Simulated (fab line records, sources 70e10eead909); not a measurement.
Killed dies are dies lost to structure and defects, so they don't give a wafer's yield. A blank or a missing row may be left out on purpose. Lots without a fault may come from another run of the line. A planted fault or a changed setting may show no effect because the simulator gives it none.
A struck lot beside a sound one | flow nand_harc | 14 steps out of a route of 1302
Sound: wafers L218.2, L218.5, L218.6. Struck: wafers L230.1, L230.3, L230.6. The cause comes at the end.
At each step with rows: each side's tool, then ch and its chambers, then its first start. Under that, the readings that differ: sound wafers | struck wafers | difference of the means | sigmas: that difference in standard deviations of wafers without a fault.
alike: readings whose means differ by less than 2 such deviations, and words and numbers that are the same on both sides. not compared: withheld readings, readings that some wafer has no value for, bounds like >300 that may hide the same value, and numbers for which the record gives no deviation and whose values overlap.
The two part at a step that has a row with sigmas, a row that says differs or no value, or rows on one side only. Numbers that don't overlap but have no deviation are shown without sigmas and don't part them. A reading that every wafer of one side lacks parts them only if that side has two wafers or more.

first, 4 steps without rows for these wafers: NHARC_P_GATE_EBR_07; NHARC_P_GATE_EXPOSE_08 (exposes mask P HV); NHARC_P_GATE_PEB_09 (peb time 85 s); NHARC_P_GATE_DEVELOP_10 (time 70 s).
NHARC_P_GATE_CD_MEAS_11: target cd 1640 nm.
  sound on cd_sem-01 ch 0, day 6 12:25; struck on cd_sem-02 ch 0, day 11 14:58
  alike: cd_nm
then, 1 step without rows for these wafers: NHARC_P_GATE_HARDBAKE_12 (time 80 s).
NHARC_P_GATE_DESCUM_13: chemistry O2, time 3 s.
  sound on rie_diel-10 ch 0,1,2, day 6 12:36; struck on rie_diel-09 ch 0,1,3, day 11 15:08
  alike: drypump_motor_current_A, oes_product_au, rf_vpp_V, showerhead_plenum_p_Torr, throttle_valve_pct
  not compared: rf_hours_counter_h
then, 5 steps without rows for these wafers: NHARC_P_GATE_ETCH_14 (etches SiO2 in dHF, target depth 48.8 nm); NHARC_P_GATE_STRIP_15 (strips in SPM, time 780 s); NHARC_P_GATE_PRECLEAN_71 (cleans in SC1); NHARC_P_GATE_SRD_72; NHARC_P_GATE_OXIDE_16 (material SiO2, target thk 3 nm, ox time 392 s).
NHARC_P_GATE_CVD_17: deposits poly-Si, target thk 150 nm, time 900 s.
  sound on lpcvd_poly-02 ch 0, day 6 23:39; struck on lpcvd_poly-04 ch 0, day 12 03:56
  reading                | sound          | struck         | difference | sigmas
  zone_power_top_pct (%) | 16.4 16.7 16.7 | 22.1 21.6 21.7 | +5.2       | +3
  alike: zone_power_bottom_pct
NHARC_P_GATE_HM_DEP_102: deposits aC, target thk 120 nm.
  sound on acl_dep-02 ch 0, day 7 05:15; struck on acl_dep-03 ch 0, day 12 07:13
  alike: throttle_valve_pct

WHERE THEY PART
Only at NHARC_P_GATE_CVD_17, within this record. Later steps at which nothing parts them and some readings are alike: NHARC_P_GATE_HM_DEP_102.

WHY: what the simulator had put in
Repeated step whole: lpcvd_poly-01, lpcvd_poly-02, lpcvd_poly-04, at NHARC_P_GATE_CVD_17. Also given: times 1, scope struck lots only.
